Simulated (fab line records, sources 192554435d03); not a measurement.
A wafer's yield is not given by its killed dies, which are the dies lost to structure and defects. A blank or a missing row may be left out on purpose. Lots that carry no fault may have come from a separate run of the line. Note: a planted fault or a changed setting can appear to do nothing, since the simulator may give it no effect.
What tool caused it?	flow n5_finfet	10 lots with 30 wafers sampled at 4 steps, on a route of 1938 steps

## WHAT THE GAUGES SHOWED, per wafer
No reading from a measuring or inspecting step in the record can be judged against a usual standard deviation.

## WHICH TOOL RAN EACH LOT (tool, then ch and the chambers of the sampled wafers, then the start)
lot	N5_BEOL_M12_CMP_49	N5_BEOL_M13_ILD_DEP_00	N5_BEOL_M13_ETCH_59	N5_BEOL_M13_COAT_65
L713	cmp-02 ch 1,2,3, day 11 00:03	pecvd-01 ch 1,2, day 11 00:32	rie_diel-06 ch 0,2,3, day 11 01:07	litho_track-05 ch 0, day 11 01:41
L717	cmp-04 ch 1,2,3, day 12 22:42	pecvd-02 ch 0,1,2, day 12 23:09	rie_diel-06 ch 1,2, day 12 23:43	litho_track-02 ch 0, day 13 00:17
L720	cmp-01 ch 1,2, day 13 10:32	pecvd-01 ch 1,2, day 13 10:59	rie_diel-06 ch 1,2,3, day 13 11:41	litho_track-03 ch 0, day 13 12:15
L721	cmp-01 ch 0,1,2, day 14 00:32	pecvd-03 ch 0,2, day 14 01:01	rie_diel-05 ch 0,1,2, day 14 01:43	litho_track-05 ch 0, day 14 02:16
L722	cmp-01 ch 0,1,2, day 14 12:30	pecvd-03 ch 0,1,2, day 14 12:58	rie_diel-03 ch 0,1,2, day 14 13:33	litho_track-05 ch 0, day 14 14:05
L726	cmp-01 ch 1,2,3, day 14 17:19	pecvd-03 ch 1,2, day 14 17:45	rie_diel-03 ch 1,2, day 14 18:28	litho_track-03 ch 0, day 14 19:00
L725	cmp-04 ch 2,3, day 15 01:44	pecvd-03 ch 1,2, day 15 02:13	rie_diel-03 ch 0,2,3, day 15 02:55	litho_track-03 ch 0, day 15 03:27
L727	cmp-04 ch 1,2,3, day 15 06:22	pecvd-02 ch 0,1,2, day 15 06:50	rie_diel-05 ch 0,1,2, day 15 07:25	litho_track-03 ch 0, day 15 08:01
L729	cmp-01 ch 0,1, day 15 14:45	pecvd-02 ch 1,2, day 15 15:14	rie_diel-03 ch 0,1,3, day 15 15:55	litho_track-05 ch 0, day 15 16:26
L728	cmp-04 ch 1,2,3, day 15 20:51	pecvd-01 ch 0,1,2, day 15 21:25	rie_diel-03 ch 0,2, day 15 22:07	litho_track-05 ch 0, day 15 22:39
- N5_BEOL_M12_CMP_49: polishes, stops on SiOC, t overpolish 20.6 s, target thk 320 nm.
- N5_BEOL_M13_ILD_DEP_00: deposits SiOC from DEMS/O2, target thk 837.92 nm, time 166.4 s.
- N5_BEOL_M13_ETCH_59: etches BARC in N2/H2, target depth 89 nm, overetch 26.7 nm, time 67.9 s.
- N5_BEOL_M13_COAT_65: time 60 s, resist thk 350 nm.

## WHAT THE TOOLS THEMSELVES READ (means of the sampled wafers that have a number; where no wafer has one, the mark that the record gives instead)
N5_BEOL_M12_CMP_49. Usual: barrier_field_endpoint_s 30.2 s, standard deviation 0.74; motor_current_A 5.9 A, standard deviation 0.56; overpolish_run_s 20.598 s, standard deviation 0.0083.
lot	tool	barrier_field_endpoint_s (s)	motor_current_A (A)	overpolish_run_s (s)	flag
L713	cmp-02	30.6	5.8	20.587	
L717	cmp-04	30.1	6.0	20.592	
L720	cmp-01	29.7	6.5	20.596	
L721	cmp-01	30.7	6.6	20.603	
L722	cmp-01	30.0	6.6	20.593	
L726	cmp-01	29.3	5.9	20.603	
L725	cmp-04	29.9	5.8	20.602	
L727	cmp-04	29.7	6.1	20.602	
L729	cmp-01	30.2	6.4	20.599	
L728	cmp-04	29.6	5.8	20.597	

N5_BEOL_M13_ILD_DEP_00. Usual: chamber_pressure_Torr 5.001 Torr, standard deviation 0.01; heater_power_w 433 W, standard deviation 77; showerhead_plenum_p_Torr 5.689 Torr, standard deviation 0.013; throttle_valve_pct 12.0 %, standard deviation 0.56.
lot	tool	chamber_pressure_Torr (Torr)	heater_power_w (W)	showerhead_plenum_p_Torr (Torr)	throttle_valve_pct (%)	flag
L713	pecvd-01	5.007	388	5.694	12.0	
L717	pecvd-02	5.009	409	5.685	11.7	
L720	pecvd-01	5.000	367	5.695	12.1	
L721	pecvd-03	4.998	455	5.695	12.6	
L722	pecvd-03	5.006	509	5.688	12.5	
L726	pecvd-03	5.002	525	5.693	12.2	
L725	pecvd-03	5.010	584	5.691	11.9	
L727	pecvd-02	4.987	394	5.696	12.0	
L729	pecvd-02	5.000	401	5.678	11.8	
L728	pecvd-01	4.992	417	5.685	11.8	

N5_BEOL_M13_ETCH_59. Usual: drypump_motor_current_A 5.5 A, standard deviation 0.39; h2_flow_sccm 200.0 sccm, standard deviation 0.63; oes_product_au 0.68 a.u., standard deviation 0.067; rf_vpp_V 523.7 V, standard deviation 2; showerhead_plenum_p_Torr 2.53 Torr, standard deviation 0.063; throttle_valve_pct 17.86 %, standard deviation 0.23.
lot	tool	drypump_motor_current_A (A)	h2_flow_sccm (sccm)	oes_product_au (a.u.)	rf_vpp_V (V)	showerhead_plenum_p_Torr (Torr)	throttle_valve_pct (%)	flag
L713	rie_diel-06	5.5	200.0	0.69	523.2	2.52	17.95	
L717	rie_diel-06	5.7	199.1	0.72	527.4	2.65	17.81	
L720	rie_diel-06	5.6	200.1	0.72	525.4	2.57	17.81	
L721	rie_diel-05	5.2	199.9	0.65	523.3	2.50	18.01	
L722	rie_diel-03	5.7	200.7	0.65	524.3	2.54	17.66	
L726	rie_diel-03	5.6	199.7	0.61	525.3	2.58	17.69	
L725	rie_diel-03	5.8	200.9	0.64	523.6	2.54	17.85	
L727	rie_diel-05	5.2	200.1	0.73	522.6	2.50	17.89	
L729	rie_diel-03	5.6	200.2	0.66	522.4	2.52	17.88	
L728	rie_diel-03	6.1	199.9	0.67	523.8	2.52	17.65	

N5_BEOL_M13_COAT_65. Usual: heater_power_total_W 500.4 W, standard deviation 1.8; plate_temp_C 249.98 C, standard deviation 0.19.
lot	tool	heater_power_total_W (W)	plate_temp_C (C)	flag
L713	litho_track-05	500.5	249.72	
L717	litho_track-02	500.5	250.07	
L720	litho_track-03	500.5	249.82	
L721	litho_track-05	502.0	250.18	
L722	litho_track-05	501.5	249.95	
L726	litho_track-03	499.2	250.05	
L725	litho_track-03	493.8	246.96	OFF
L727	litho_track-03	492.8	247.30	OFF
L729	litho_track-05	501.3	249.66	
L728	litho_track-05	498.9	249.97	

## THE ANSWER, worked out from the rows above alone
Rule: a lot is off if the mean of its wafers that have a number lies more than 3 standard deviations from the usual mean. Also off: a lot with no number at a reading for which 4 or more lots have one. Where the step has rows for the other lots, those lots are counted as sound. First the gauges in route order, then the tools' own readings, where a lot's mean is used as printed above. The first step at which some lot is off is used, and at that step the reading that is off furthest; a lot without a number counts as furthest.
Off, at N5_BEOL_M13_COAT_65 on plate_temp_C: L725, L727.
A tool fits if, at that step or a process step before it, it ran every lot that is off, and no sound lot after the first of them. One fits: litho_track-03 at N5_BEOL_M13_COAT_65. Its last sound lot is L726 (day 14 19:00), its first lot that is off L725 (day 15 03:27): a fault that began between those two fits.
The tool's own readings at N5_BEOL_M13_COAT_65 bear it out: on the lots that are off they differ by more than 5 times the standard deviation of the sound lots' means. heater_power_total_W reads 493.3 W there against 500.6 W on the sound lots; plate_temp_C reads 247.13 C there against 249.93 C on the sound lots.

## WHAT HAD BEEN PUT IN BY THE SIMULATOR
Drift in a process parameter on litho_track-03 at N5_BEOL_M13_COAT_65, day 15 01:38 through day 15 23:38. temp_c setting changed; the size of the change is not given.
Struck lots among those shown: L725, L727. Same finding as the rule above.
